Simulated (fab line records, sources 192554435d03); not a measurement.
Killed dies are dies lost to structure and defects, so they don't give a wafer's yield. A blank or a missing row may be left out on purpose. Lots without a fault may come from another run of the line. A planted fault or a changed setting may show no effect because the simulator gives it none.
One fault seen from 3 desks | flow n5_finfet | each desk has only its own numbers; what lay behind them comes last

THE TOOL OWNER'S DESK: cmp-01
The tool's own readings at N5_BEOL_M3_CMP_52 (polishes, stops on SiOC, t overpolish 6.8 s, target thk 40 nm): means of the sampled wafers that have a number, for each lot that ran on this tool. A lot is out of limits, marked OUT, if its mean lies more than 4 standard deviations from the usual mean; the brackets give that distance.
Columns: A = barrier_field_endpoint_s at N5_BEOL_M3_CMP_52, usual 24.6 s; B = motor_current_A at N5_BEOL_M3_CMP_52, usual 6.3 A; C = overpolish_run_s at N5_BEOL_M3_CMP_52, usual 6.799 s; D = time_to_endpoint_s at N5_BEOL_M3_CMP_52, usual 63.1 s
lot  | first seen here | A    | B   | C     | D
L326 | day 7 01:29     | 25.0 | 6.3 | 6.802 | 62.1
L327 | day 7 17:47     | 25.2 | 6.5 | 6.802 | 64.6
L332 | day 8 11:58     | 24.4 | 6.7 | 6.802 | 62.0
L336 | day 10 02:35    | 23.7 | 6.6 | 6.798 | 59.7
L335 | day 10 05:55    | 24.3 | 6.6 | 6.804 | 60.7
L334 | day 10 07:10    | 24.6 | 6.6 | 6.805 | 62.9
This desk's finding: nothing out of limits on any of the 6 lots.

THE DEFECT DESK
What the inspections along the route counted, lot by lot: means of the sampled wafers that have a number. A lot is out of limits, marked OUT, if its mean lies more than 4 standard deviations from the usual mean; the brackets give that distance.
Columns: A = raw_defect_count at N5_BEOL_M3_INSPECT_59, usual 72; B = raw_defect_count at N5_BEOL_M4_INSPECT_13, usual 422
lot  | first seen here | A             | B
L326 | day 7 02:02     | 75            | 332
L327 | day 7 18:19     | 73            | 386
L332 | day 8 12:31     | 80            | 414
L336 | day 10 03:19    | 51            | 400
L335 | day 10 06:31    | 372 (+14) OUT | 632
L334 | day 10 07:44    | 393 (+15) OUT | 872 (+4.5) OUT
L340 | day 11 01:07    | 79            | 500
L341 | day 11 11:06    | 98            | 478
L347 | day 13 00:05    | 102           | 423
This desk's finding: out of limits on L334, L335; first on L335, day 10 06:31 (raw_defect_count at N5_BEOL_M3_INSPECT_59). In limits: L326, L327, L332, L336, L340, L341, L347.

THE METROLOGY DESK
What the gauges read, lot by lot, whatever tool the lot ran on: means of the sampled wafers that have a number. A lot is out of limits, marked OUT, if its mean lies more than 4 standard deviations from the usual mean; the brackets give that distance. Of its 10 readings 7 are shown: those that lie furthest out on some lot.
Columns: A = IOFF_N at N5_BEOL_M4_RC_MEAS_101, usual 0.164 nA/um; B = ION_N at N5_BEOL_M4_RC_MEAS_101, usual 673 uA/um; C = ION_P at N5_BEOL_M4_RC_MEAS_101, usual 461 uA/um; D = SS_N at N5_BEOL_M4_RC_MEAS_101, usual 71.6 mV/dec; E = SS_P at N5_BEOL_M4_RC_MEAS_101, usual 73.3 mV/dec; F = VT_N at N5_BEOL_M4_RC_MEAS_101, usual 249.4 mV; G = VT_P at N5_BEOL_M4_RC_MEAS_101, usual -250.0 mV
lot  | first seen here | A     | B   | C   | D    | E    | F     | G
L326 | day 7 14:05     | 0.157 | 661 | 453 | 71.7 | 73.6 | 249.7 | -252.7
L327 | day 8 04:02     | 0.160 | 668 | 462 | 71.7 | 73.0 | 250.3 | -249.3
L332 | day 9 11:40     | 0.130 | 666 | 463 | 70.9 | 72.6 | 253.3 | -249.3
L336 | day 10 14:32    | 0.165 | 678 | 464 | 71.5 | 73.5 | 248.4 | -250.2
L335 | day 10 16:14    | 0.166 | 681 | 467 | 71.7 | 73.4 | 248.1 | -249.2
L334 | day 10 18:01    | 0.178 | 683 | 464 | 72.1 | 74.0 | 247.1 | -249.1
L340 | day 11 14:03    | 0.166 | 675 | 462 | 72.1 | 73.5 | 251.0 | -249.7
L341 | day 11 19:55    | 0.147 | 670 | 466 | 71.4 | 73.3 | 252.1 | -247.1
L347 | day 13 12:11    | 0.179 | 673 | 462 | 71.5 | 73.6 | 246.4 | -248.6
This desk's finding: nothing out of limits on any of the 9 lots.

PUT TOGETHER
The defect desk could have raised an alarm at day 10 06:31, on L334, L335.
The tool owner's desk saw nothing out of limits.
The metrology desk saw nothing out of limits.
The tool owner's desk has L334, L335 on record, within its limits.
The metrology desk has L334, L335 on record, within its limits.
Of the lots named, all ran N5_BEOL_M3_CMP_52 on cmp-01.

WHAT THE SIMULATOR HAD PUT IN
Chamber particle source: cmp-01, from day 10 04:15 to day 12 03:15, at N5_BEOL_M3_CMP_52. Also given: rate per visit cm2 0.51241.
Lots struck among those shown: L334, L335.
Hours from the fault's start to each desk's first reading out of limits: the defect desk, 2.
